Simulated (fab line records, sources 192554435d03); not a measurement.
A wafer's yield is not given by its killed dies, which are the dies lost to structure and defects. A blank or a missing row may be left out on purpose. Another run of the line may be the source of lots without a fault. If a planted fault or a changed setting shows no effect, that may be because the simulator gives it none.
Chamber matching | flow n5 finfet | rie diel-05 running N5_HKMG_FIN_STRIP_89: 4 sister chambers
The step strips SOC in N2/H2, time 20 s. 24 wafers are shown with their chamber, then 12 later ones without.

## EACH WAFER AND ITS CHAMBER
wafer  | chamber | drypump motor current A (A) | throttle valve pct (%) | showerhead plenum p Torr (Torr)
L074.2 | 2       | 5.8                         | 18.5                   | 3.45
L074.3 | 1       | 5.7                         | 18.6                   | 3.53
L074.4 | 0       | 5.1                         | 19.5                   | 3.19
L075.1 | 3       | 5.9                         | 19.0                   | 3.34
L075.2 | 0       | 5.1                         | 19.6                   | 3.19
L075.3 | 2       | 5.8                         | 18.5                   | 3.45
L075.4 | 1       | 5.6                         | 18.6                   | 3.53
L075.5 | 3       | 5.9                         | 19.0                   | 3.34
L075.6 | 2       | 5.8                         | 18.5                   | 3.45
L077.2 | 3       | 5.9                         | 19.0                   | 3.33
L077.3 | 0       | 5.1                         | 19.6                   | 3.18
L077.4 | 1       | 5.7                         | 18.6                   | 3.53
L082.1 | 3       | 5.9                         | 19.0                   | 3.33
L082.4 | 1       | 5.7                         | 18.6                   | 3.52
L082.6 | 3       | 5.9                         | 19.0                   | 3.33
L087.1 | 1       | 5.7                         | 18.6                   | 3.51
L087.2 | 2       | 5.8                         | 18.1                   | 3.43
L087.3 | 3       | 5.9                         | 19.0                   | 3.32
L087.4 | 0       | 5.1                         | 19.2                   | 3.58
L087.5 | 1       | 5.7                         | 18.7                   | 3.51
L087.6 | 2       | 5.8                         | 18.1                   | 3.43
L088.2 | 2       | 5.8                         | 18.1                   | 3.43
L088.5 | 3       | 5.9                         | 19.0                   | 3.32
L088.6 | 2       | 5.8                         | 18.1                   | 3.43

SIGNATURES (means of the wafers above)
reading                  | chamber 0 | chamber 1 | chamber 2 | chamber 3 | scatter within a chamber
drypump motor current A  | 5.100     | 5.683     | 5.800     | 5.900     | 0.0204
throttle valve pct       | 19.475    | 18.617    | 18.271    | 19.000    | 0.14
showerhead plenum p Torr | 3.2850    | 3.5217    | 3.4386    | 3.3300    | 0.0767
Rule: a wafer's distance from a chamber is the root of the sum, over the readings, of the square of ((its reading less the chamber's mean) divided by the reading's scatter). If the next closest chamber is less than 2 further off than the closest, the wafer can't be placed; otherwise it belongs to the closest. The scatter is the square root of a quotient: the sum, over the shown wafers, of each reading's squared deviation from its chamber's mean, divided by wafers minus chambers.

## WAFERS MISSING THEIR CHAMBER
wafer  | drypump motor current A (A) | throttle valve pct (%) | showerhead plenum p Torr (Torr)
L091.1 | 5.8                         | 18.1                   | 3.43
L091.2 | 5.1                         | 19.2                   | 3.58
L091.3 | 5.7                         | 18.7                   | 3.51
L091.4 | 5.9                         | 19.0                   | 3.32
L091.5 | 5.7                         | 18.7                   | 3.51
L091.6 | 5.1                         | 19.2                   | 3.58
L095.2 | 5.7                         | 18.7                   | 3.50
L095.4 | 5.8                         | 18.1                   | 3.43
L095.5 | 5.7                         | 18.7                   | 3.50
L097.3 | 5.1                         | 19.2                   | 3.57
L097.4 | 5.1                         | 19.2                   | 3.57
L097.6 | 5.7                         | 18.7                   | 3.50

## CHAMBER TAKEN BY EACH
wafer  | from the rows above | in truth
L091.1 | 2                   | 2
L091.2 | 0                   | 0
L091.3 | 1                   | 1
L091.4 | 3                   | 3
L091.5 | 1                   | 1
L091.6 | 0                   | 0
L095.2 | 1                   | 1
L095.4 | 2                   | 2
L095.5 | 1                   | 1
L097.3 | 0                   | 0
L097.4 | 0                   | 0
L097.6 | 1                   | 1
Placed correctly: 12 of 12. Left unplaced by these rows: 0. Placed wrongly: 0.
